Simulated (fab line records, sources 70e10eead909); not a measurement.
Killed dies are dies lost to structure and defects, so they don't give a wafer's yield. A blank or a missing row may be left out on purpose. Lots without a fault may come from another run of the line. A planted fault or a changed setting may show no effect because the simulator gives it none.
Chamber matching | flow nand_harc | NHARC_P_M0_DEP_32 on pecvd-03: 3 sister chambers
The step deposits SiCN, target thk 30 nm. 6 wafers are shown with their chamber, then 8 later ones without.

WAFERS WITH THEIR CHAMBER
wafer  | chamber | susceptor_temp_C (C) | heater_power_w (W)
L080.5 | 1       | 370.24               | 526
L084.6 | 0       | 369.90               | 621
L086.1 | 2       | 369.99               | 577
L086.2 | 0       | 370.10               | 573
L086.4 | 1       | 370.04               | 538
L085.1 | 2       | 369.93               | 522

WAFERS WITHOUT THEIR CHAMBER
wafer  | susceptor_temp_C (C) | heater_power_w (W)
L085.2 | 370.09               | 628
L085.5 | 369.79               | 629
L092.2 | 370.22               | 535
L092.3 | 370.11               | 608
L092.6 | 370.00               | 539
L096.1 | 369.62               | 568
L096.3 | 370.00               | 551
L096.4 | 369.76               | 552

WHICH CHAMBER EACH WENT THROUGH
wafer  | from the rows above          | in truth
L085.2 | can't be placed: 0 or 2 or 1 | 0
L085.5 | can't be placed: 0 or 2      | 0
L092.2 | can't be placed: 1 or 2      | 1
L092.3 | can't be placed: 0 or 2 or 1 | 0
L092.6 | can't be placed: 2 or 1 or 0 | 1
L096.1 | can't be placed: 2 or 0 or 1 | 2
L096.3 | can't be placed: 2 or 1 or 0 | 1
L096.4 | can't be placed: 2 or 0 or 1 | 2
Placed correctly: 0 of 8. Can't be placed from these rows: 8 (the true chamber is among the candidates in 8). Placed wrongly: 0.
How it was worked out, from the rows above alone: a wafer's distance from a chamber is the root of the sum, over the readings, of the square of ((its reading less the chamber's mean) divided by the reading's scatter). The wafer belongs to the nearest chamber; if the next one is less than 2 further off, it can't be placed. A chamber's mean is the mean of its shown wafers. The scatter: the root of (the sum of the squares of (reading less its chamber's mean) over the shown wafers, divided by (wafers less chambers)).
